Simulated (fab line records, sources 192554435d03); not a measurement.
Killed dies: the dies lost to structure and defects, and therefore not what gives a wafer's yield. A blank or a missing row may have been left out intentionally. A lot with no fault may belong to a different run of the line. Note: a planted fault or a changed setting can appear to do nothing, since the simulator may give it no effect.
Which tool is to blame? -- flow n5_finfet -- 10 lots with 27 wafers sampled at 3 steps, on a route of 1938 steps

## WHAT THE GAUGES READ, wafer by wafer
N5_BEOL_M6_THK_MEAS_53: measures by xrf.
lot,measured,on,M6_THK (nm)
L427,day 8 19:51,film_metro-02,79.8 75.9
L428,day 8 21:29,film_metro-02,78.6 78.6 77.3
L430,day 9 13:22,film_metro-02,77.4 78.3 79.5
L432,day 9 21:43,film_metro-01,81.2 77.7 77.8
L434,day 10 08:20,film_metro-01,81.5 84.8 82.0
L437,day 11 06:44,film_metro-01,81.3 199.9
L440,day 12 00:56,film_metro-01,82.8 192.2
L444,day 12 20:48,film_metro-02,77.7 78.4 77.2
L443,day 12 20:32,film_metro-02,77.2 79.9 79.7
L450,day 14 08:08,film_metro-02,74.6 77.1 76.8

## TOOL THAT RAN EACH LOT (tool first, then ch and the chambers of the sampled wafers, then the start)
lot,N5_BEOL_M6_SURFACE_TREAT_79,N5_BEOL_M6_CMP_52
L427,"pvd_sputter-02, day 8 18:44","cmp-02 ch 0,2, day 8 19:38"
L428,"pvd_sputter-01, day 8 20:28","cmp-02 ch 0,1,2, day 8 21:14"
L430,"pvd_sputter-03, day 9 12:05","cmp-01 ch 0,1,3, day 9 13:04"
L432,"pvd_sputter-03, day 9 20:02","cmp-02 ch 0,1,3, day 9 21:27"
L434,"pvd_sputter-01, day 10 07:14","cmp-04 ch 0,2,3, day 10 08:04"
L437,"pvd_sputter-02, day 11 05:32","cmp-02 ch 1,3, day 11 06:31"
L440,"pvd_sputter-03, day 11 23:54","cmp-02 ch 1,3, day 12 00:43"
L444,"pvd_sputter-01, day 12 19:10","cmp-01 ch 0,2,3, day 12 20:35"
L443,"pvd_sputter-03, day 12 18:41","cmp-04 ch 1,3, day 12 20:17"
L450,"pvd_sputter-03, day 14 03:56","cmp-01 ch 1,3, day 14 07:53"
- N5_BEOL_M6_SURFACE_TREAT_79
- N5_BEOL_M6_CMP_52: polishes, stops on SiCOH lowk, t overpolish 6.9 s, target thk 80 nm.

## THE ANSWER, worked out from the rows above alone
Rule: the usual values come from the lots themselves. Put in order of their means at a reading, lots are off if they are a third of the lots or fewer, leave a main group of 4 or more, and stand apart from it by a gap of 3 or more times the standard deviation of the main group's means; of several such gaps the widest counts. If all means in a main group match to the digits the tables above print for the reading, that group is not used. A lot without any number at a reading at which 4 lots or more have one is off too. Any other lot the step has rows for is counted as sound.
Off: L437, L440, at N5_BEOL_M6_THK_MEAS_53 (M6_THK). Main group: mean 78.6 nm, sd 1.8.
A tool fits if, at a process step before that reading, it ran every lot that is off, and no sound lot after the first of them. Those tools and the gauges at N5_BEOL_M6_THK_MEAS_53 are tried in the same way. Undecided on this evidence; 2 tools fit (cmp-02 at N5_BEOL_M6_CMP_52, film_metro-01 at N5_BEOL_M6_THK_MEAS_53).

## WHAT THE SIMULATOR HAD PUT IN
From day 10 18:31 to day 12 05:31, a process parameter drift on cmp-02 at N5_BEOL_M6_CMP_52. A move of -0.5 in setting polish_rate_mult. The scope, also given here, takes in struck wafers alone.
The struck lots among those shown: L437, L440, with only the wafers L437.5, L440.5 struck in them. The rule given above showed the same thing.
